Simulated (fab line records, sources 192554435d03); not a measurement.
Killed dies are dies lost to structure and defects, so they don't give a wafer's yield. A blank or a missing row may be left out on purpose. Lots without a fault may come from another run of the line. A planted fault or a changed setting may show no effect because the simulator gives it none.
A struck lot beside a sound one | flow n5_finfet | 15 steps out of a route of 1938
Sound: wafers L837.1, L837.2, L837.3. Struck: wafer L851.5. The cause comes at the end.
At each step with rows: each side's tool, then ch and its chambers, then its first start. Under that, the readings that differ: sound wafers | struck wafers | difference of the means | sigmas: that difference in standard deviations of wafers without a fault.
alike: readings whose means differ by less than 2 such deviations, and words and numbers that are the same on both sides. not compared: withheld readings, readings that some wafer has no value for, bounds like >300 that may hide the same value, and numbers for which the record gives no deviation and whose values overlap.
The two part at a step that has a row with sigmas, a row that says differs or no value, or rows on one side only. Numbers that don't overlap but have no deviation are shown without sigmas and don't part them. A reading that every wafer of one side lacks parts them only if that side has two wafers or more.

N5_BEOL_M7_TRENCH_ETCH_37: etches SiCOH lowk in C4F6/O2, target depth 93.478 nm, time 31.2 s.
  sound on rie_diel-03 ch 0,2,3; struck on rie_diel-03 ch 1
  alike: drypump_motor_current_A, oes_product_au, rf_vpp_V, showerhead_plenum_p_Torr, throttle_valve_pct
  not compared: rf_hours_counter_h
N5_BEOL_M7_ETCH_41: etches SiCN in CH3F/O2, target depth 31.9 nm, time 57.8 s.
  sound on rie_diel-03 ch 0,2,3; struck on rie_diel-03 ch 1
  alike: drypump_motor_current_A, oes_product_au, rf_vpp_V, showerhead_plenum_p_Torr, throttle_valve_pct
  not compared: rf_hours_counter_h
N5_BEOL_M7_STRIP_80: strips in N2/H2, time 10 s.
  sound on rie_diel-03 ch 0,2,3; struck on rie_diel-03 ch 1
  alike: drypump_motor_current_A, oes_product_au, rf_vpp_V, showerhead_plenum_p_Torr, throttle_valve_pct
  not compared: rf_hours_counter_h
N5_BEOL_M7_OCD_MEAS_38:
  sound on ocd-01, day 10 10:09; struck on ocd-02, day 13 05:35
  alike: trench_depth_nm
then, 4 steps without rows for these wafers: N5_BEOL_M7_HM_STRIP_39 (strips TiN in peroxide tin strip, target depth 25 nm, time 158 s); N5_BEOL_M7_SRD_40 (time 30 s); N5_BEOL_M7_PRECLEAN_42 (cleans in residue remover, time 60 s); N5_BEOL_M7_SRD_43 (time 30 s).
N5_BEOL_M7_CD_MEAS_35: target cd 40 nm.
  sound on cd_sem-01, day 10 10:19; struck on cd_sem-03, day 13 05:44
  alike: cd_nm
then, 1 step without rows for these wafers: N5_BEOL_M7_CURE_75 (cures SiCOH lowk, time 120 s).
N5_BEOL_M7_DEGAS_44: time 60 s.
  sound on pvd_sputter-01, day 10 10:56; struck on pvd_sputter-01, day 13 06:27
  alike: heater_power_w
then, 1 step without rows for these wafers: N5_BEOL_M7_PRE_CLEAN_45 (time 30 s).
N5_BEOL_M7_ALD_77: deposits TaN, target thk 2 nm, pulse time 2 s, purge time 3 s.
  sound on ald_metal-03 ch 0,1,3, day 10 11:07; struck on ald_metal-03 ch 3, day 13 06:41
  reading                                 | sound    | struck | difference | sigmas
  ald_cycles                              | 40 40 40 | 12     | -28        |
  model.TaN_of_BEOL_M7_ALD_77.thk_nm (nm) | 2 2 2    | 0.6    | -1.4       |
  alike: heater_power_w, precursor_vessel_pressure_torr
N5_BEOL_M7_SURFACE_TREAT_79:
  sound on pvd_sputter-02, day 10 11:29; struck on pvd_sputter-01, day 13 06:55
  not compared: throttle_valve_pct
N5_PASSIVATION_PROBE_49:
  the record has rows for the sound wafers here (prober-02, day 13 10:04) and none for the struck ones

WHERE THEY PART
Only at N5_PASSIVATION_PROBE_49, within this record.

WHY: what the simulator had put in
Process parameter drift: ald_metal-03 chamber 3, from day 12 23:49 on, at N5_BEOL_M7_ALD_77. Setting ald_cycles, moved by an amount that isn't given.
